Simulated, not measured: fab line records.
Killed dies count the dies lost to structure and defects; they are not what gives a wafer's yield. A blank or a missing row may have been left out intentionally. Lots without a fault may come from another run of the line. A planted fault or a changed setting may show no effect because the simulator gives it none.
A struck lot beside a sound one | flow n5Finfet | 15 steps out of a route of 1938
Sound: the wafers L223.4, L223.5, L223.6. Wafers L216.3, L216.4 were the ones struck. The cause is named last.
Each step with rows lists, per side, the tool, then ch with its chambers, then its first start. Under that, the readings that differ: sound wafers | struck wafers | difference of the means | sigmas: that difference in standard deviations of wafers without a fault.
alike: readings with means less than 2 such deviations apart, plus words and numbers identical on both sides. not compared: withheld readings, readings lacking a value on some wafer, bounds such as >300 that could conceal the same value, and numbers that have no deviation in the record and whose values overlap.
The two part at a step that has a row with sigmas, a row that says differs or no value, or rows on one side only. Non-overlapping numbers with no deviation appear without sigmas and do not part them. A reading that every wafer of one side lacks parts them only if that side has two wafers or more.

N5_BEOL_M10_ETCH_61: etches SiARC in CF4, target depth 39 nm, time 65 s.
  sound on rieDiel-02 ch 0,1,3, day 14 00:00; struck on rieDiel-06 ch 3, day 12 16:53
reading              | sound             | struck      | difference | sigmas
throttleValvePct (%) | 15.54 15.27 15.27 | 15.92 15.94 | +0.57      | +2
  alike: drypumpMotorCurrentA, etchRfOnTimeS, oesProductAu, rfVppV, showerheadPlenumPTorr
  not compared: rfHoursCounterH
N5_BEOL_M10_ETCH_62: etches SOC in N2/H2, target depth 110 nm, overetch 22 nm, time 165 s.
  sound on rieDiel-02 ch 0,1,3, day 14 00:03; struck on rieDiel-06 ch 3, day 12 16:56
reading              | sound             | struck      | difference | sigmas
throttleValvePct (%) | 17.69 17.63 17.55 | 18.30 18.30 | +0.68      | +3
  alike: drypumpMotorCurrentA, oesProductAu, rfVppV, showerheadPlenumPTorr
  not compared: rfHoursCounterH
then, 1 step without rows for these wafers: N5_BEOL_M10_STRIP_68 (strips in N2/H2).
N5_BEOL_M10_STRIP_67: strips in CF4.
  sound on rieDiel-02 ch 0,1,3, day 14 00:12; struck on rieDiel-06 ch 3, day 12 17:05
reading              | sound             | struck      | difference | sigmas
throttleValvePct (%) | 13.53 13.23 13.19 | 13.90 13.91 | +0.59      | +2
  alike: drypumpMotorCurrentA, oesProductAu, rfVppV, showerheadPlenumPTorr
  not compared: rfHoursCounterH
N5_BEOL_M10_HM_OPEN_17: chemistry Cl2/BCl3, target TiN, target depth 20 nm, overetch 6 nm.
  sound on rieMetal-02 ch 0,1, day 14 00:16; struck on rieMetal-03 ch 0,1, day 12 17:10
  alike: drypumpMotorCurrentA, mfcCl2Sccm, oesProductAu, throttleValvePct
  not compared: rfHoursCounterH
N5_BEOL_M10_STRIP_19: strips in O2.
  sound on rieDiel-02 ch 0,1,2, day 14 00:21; struck on rieDiel-06 ch 2,3, day 12 17:14
reading              | sound             | struck      | difference | sigmas
throttleValvePct (%) | 16.64 16.37 16.33 | 17.11 16.93 | +0.57      | +2
  alike: drypumpMotorCurrentA, oesProductAu, rfVppV, showerheadPlenumPTorr
  not compared: rfHoursCounterH
N5_BEOL_M10_CD_MEAS_18: pitch 140 nm, target cd 70 nm.
  sound on cdSem-03, day 14 00:25; struck on cdSem-03, day 12 17:19
  alike: cdNm
then, 5 steps without rows for these wafers: N5_BEOL_M10_COAT_63 (time 60 s, resist thk 100 nm); N5_BEOL_M10_COAT_64 (time 60 s, resist thk 30 nm); N5_BEOL_M10_COAT_22 (resist thk 90 nm); N5_BEOL_M10_EBR_24; N5_BEOL_M10_SOFTBAKE_23 (time 60 s).
N5_BEOL_M10_EXPOSE_25: exposes mask V9.
  sound on arfiScanner-03 ch 0, day 14 02:12; struck on arfiScanner-01 ch 0, day 12 17:37
reading           | sound             | struck      | difference | sigmas
exposureDoseMJCm2 | 85.34 85.39 85.32 | 84.34 84.35 | -1.00      | -10
  alike: mask
then, 1 step without rows for these wafers: N5_BEOL_M10_PEB_26 (peb time 60 s).
N5_PASSIVATION_PROBE_49:
  the record has rows for the sound wafers here (prober-01, day 16 02:13) and none for the struck ones

WHERE THEY PART
Earliest at N5_BEOL_M10_ETCH_61; latest, in this record, at N5_PASSIVATION_PROBE_49.

WHY: the cause the simulator had injected
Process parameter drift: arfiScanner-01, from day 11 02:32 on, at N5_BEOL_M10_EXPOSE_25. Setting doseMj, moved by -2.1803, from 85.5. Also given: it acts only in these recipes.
